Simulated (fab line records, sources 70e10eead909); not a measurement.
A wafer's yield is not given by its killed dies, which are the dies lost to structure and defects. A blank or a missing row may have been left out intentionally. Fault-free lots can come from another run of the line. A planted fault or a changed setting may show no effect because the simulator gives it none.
Matching of chambers :: flow nand_harc :: NHARC_A_STAIRCASE_ETCH_253 on rie_diel-11 has 4 sister chambers
The step etches the open film in C4F8/O2, target depth 50 nm, time 20.2 s. 4 wafers are shown with their chamber, then 9 later ones without.

WAFERS WITH THEIR CHAMBER
wafer: L082.4
chamber: 1
rf_fwd_power_W (W): 592

wafer: L087.1
chamber: 3
rf_fwd_power_W (W): 590

wafer: L087.2
chamber: 2
rf_fwd_power_W (W): 593

wafer: L087.6
chamber: 0
rf_fwd_power_W (W): 584

WAFERS WITHOUT THEIR CHAMBER
wafer: L093.4
rf_fwd_power_W (W): 589

wafer: L093.5
rf_fwd_power_W (W): 589

wafer: L093.6
rf_fwd_power_W (W): 585

wafer: L094.2
rf_fwd_power_W (W): 593

wafer: L094.5
rf_fwd_power_W (W): 595

wafer: L094.6
rf_fwd_power_W (W): 594

wafer: L097.1
rf_fwd_power_W (W): 591

wafer: L097.3
rf_fwd_power_W (W): 592

wafer: L097.4
rf_fwd_power_W (W): 586

WHICH CHAMBER EACH ONE RAN IN
wafer: L093.4
from the rows above: can't be placed: 3 or 1
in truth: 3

wafer: L093.5
from the rows above: can't be placed: 3 or 1
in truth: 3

wafer: L093.6
from the rows above: 0
in truth: 0

wafer: L094.2
from the rows above: can't be placed: 2 or 1
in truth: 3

wafer: L094.5
from the rows above: can't be placed: 2 or 1
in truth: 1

wafer: L094.6
from the rows above: can't be placed: 2 or 1
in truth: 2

wafer: L097.1
from the rows above: can't be placed: 1 or 3 or 2
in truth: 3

wafer: L097.3
from the rows above: can't be placed: 1 or 2 or 3
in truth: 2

wafer: L097.4
from the rows above: can't be placed: 0 or 3
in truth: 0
Correctly placed: 1 of 9. Cannot be placed on the basis of these rows: 8; the candidates contain the true chamber in 7. 0 placed wrongly.
How it was worked out, from the rows above alone: a wafer's distance from a chamber is the root of the sum, over the readings, of the square of ((its reading less the chamber's mean) divided by the reading's scatter). The wafer belongs to the nearest chamber; if the next one is less than 2 further off, it can't be placed. Each chamber's mean is taken over the wafers shown for it. The scatter: with one shown wafer a chamber, the root of the mean of the squares of how far each hidden wafer lies from its nearest shown one.
